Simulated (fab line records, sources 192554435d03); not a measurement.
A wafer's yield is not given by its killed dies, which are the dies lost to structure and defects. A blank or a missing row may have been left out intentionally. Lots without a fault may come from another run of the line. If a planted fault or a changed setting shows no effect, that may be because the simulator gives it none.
A struck lot beside a sound one | flow n5_finfet | 18 out of 1938 route steps
Sound: these wafers, L862.1, L862.4, L862.5. Struck: wafer L851.6. (L851.2, L851.5 of the same lot were not struck and are left out.) The cause comes at the end.
Per side, at each step with rows, come the tool, then ch with its chambers, and then its first start. Under that, the readings that differ: sound wafers | struck wafers | difference of the means | sigmas: that difference in standard deviations of wafers without a fault.
alike: words and numbers the same on both sides, and readings whose means are apart by under 2 such deviations; not compared: readings that were withheld, readings missing a value for some wafer, numbers with overlapping values and no deviation given by the record, and bounds like >300 which may hide the same value.
A row with sigmas, a row that says differs or no value, or rows on one side alone: a step with any of these is where the two part. Numbers that don't overlap but have no deviation are shown without sigmas and don't part them. A reading that every wafer of one side lacks parts them only if that side has two wafers or more.

N5_BEOL_M3_ANNEAL_82: time 240 s.
  sound on pvd_sputter-03, day 12 12:05; struck on pvd_sputter-01, day 9 12:22
  alike: heater_power_w
then, 1 step without rows for these wafers: N5_BEOL_M3_SPUTTER_86 (material Cu, target thk 4.5 nm, time 8.29 s).
N5_BEOL_M3_ANNEAL_87: time 240 s.
  sound on pvd_sputter-03, day 12 12:19; struck on pvd_sputter-01, day 9 12:35
  alike: heater_power_w
then, 1 step without rows for these wafers: N5_BEOL_M3_SPUTTER_88 (material Cu, target thk 4.5 nm, time 8.29 s).
N5_BEOL_M3_ANNEAL_89: time 240 s.
  sound on pvd_sputter-03, day 12 12:32; struck on pvd_sputter-01, day 9 12:49
  alike: heater_power_w
N5_BEOL_M3_SPUTTER_90: material Cu, target thk 4.5 nm, time 8.29 s.
  sound on pvd_sputter-03, day 12 12:40; struck on pvd_sputter-01, day 9 12:57
  alike: chuck_sensor_temp_C, throttle_valve_pct
then, 2 steps without rows for these wafers: N5_BEOL_M3_ANNEAL_91 (time 240 s); N5_BEOL_M3_SPUTTER_92 (material Cu, target thk 4.5 nm, time 8.29 s).
N5_BEOL_M3_ANNEAL_93: time 240 s.
  sound on pvd_sputter-03, day 12 12:58; struck on pvd_sputter-01, day 9 13:15
  alike: heater_power_w
then, 3 steps without rows for these wafers: N5_BEOL_M3_SPUTTER_94 (material Cu, target thk 4.5 nm, time 8.29 s); N5_BEOL_M3_ANNEAL_95 (time 240 s); N5_BEOL_M3_SPUTTER_96 (material Cu, target thk 4.5 nm, time 8.29 s).
N5_BEOL_M3_ECD_50: material Cu, target thk 300 nm.
  sound on ecd_cu-01 ch 0, day 12 13:27; struck on ecd_cu-02 ch 1, day 9 13:43
  reading                                | sound             | struck | difference | sigmas
  model.Cu_of_BEOL_M3_ECD_50.thk_nm (nm) | 298.6 301.2 300.4 | 205.6  | -94.5      |
then, 1 step without rows for these wafers: N5_BEOL_M3_ANNEAL_51 (time 90 s).
N5_BEOL_M3_CMP_52: polishes, stops on SiOC, t overpolish 6.8 s, target thk 40 nm.
  sound on cmp-03 ch 1,3, day 12 14:07; struck on cmp-01 ch 0, day 9 14:08
  reading                | sound    | struck | difference | sigmas
  time_to_endpoint_s (s) | 60 60 57 | 46     | -13        | -4
  alike: motor_current_A, platen_rpm
N5_BEOL_M3_THK_MEAS_53: measures by xrf.
  sound on film_metro-02, day 12 14:24; struck on film_metro-02, day 9 14:23
  alike: M3_THK
N5_BEOL_M4_RC_MEAS_101:
  sound on prober-02 ch 0, day 14 01:43; struck on prober-02 ch 0, day 11 04:25
  alike: DIBL_N, DIBL_P, IOFF_N, IOFF_P, ION_N, ION_P, SS_N, SS_P, VT_N, VT_P
next, for these wafers, 1 step has no rows: N5_PASSIVATION_PROBE_49.

## WHERE THEY PART
N5_BEOL_M3_CMP_52 only, going by this record. Later steps at which nothing parts them and some readings are alike: N5_BEOL_M3_THK_MEAS_53, N5_BEOL_M4_RC_MEAS_101.

WHY: what the simulator had put in
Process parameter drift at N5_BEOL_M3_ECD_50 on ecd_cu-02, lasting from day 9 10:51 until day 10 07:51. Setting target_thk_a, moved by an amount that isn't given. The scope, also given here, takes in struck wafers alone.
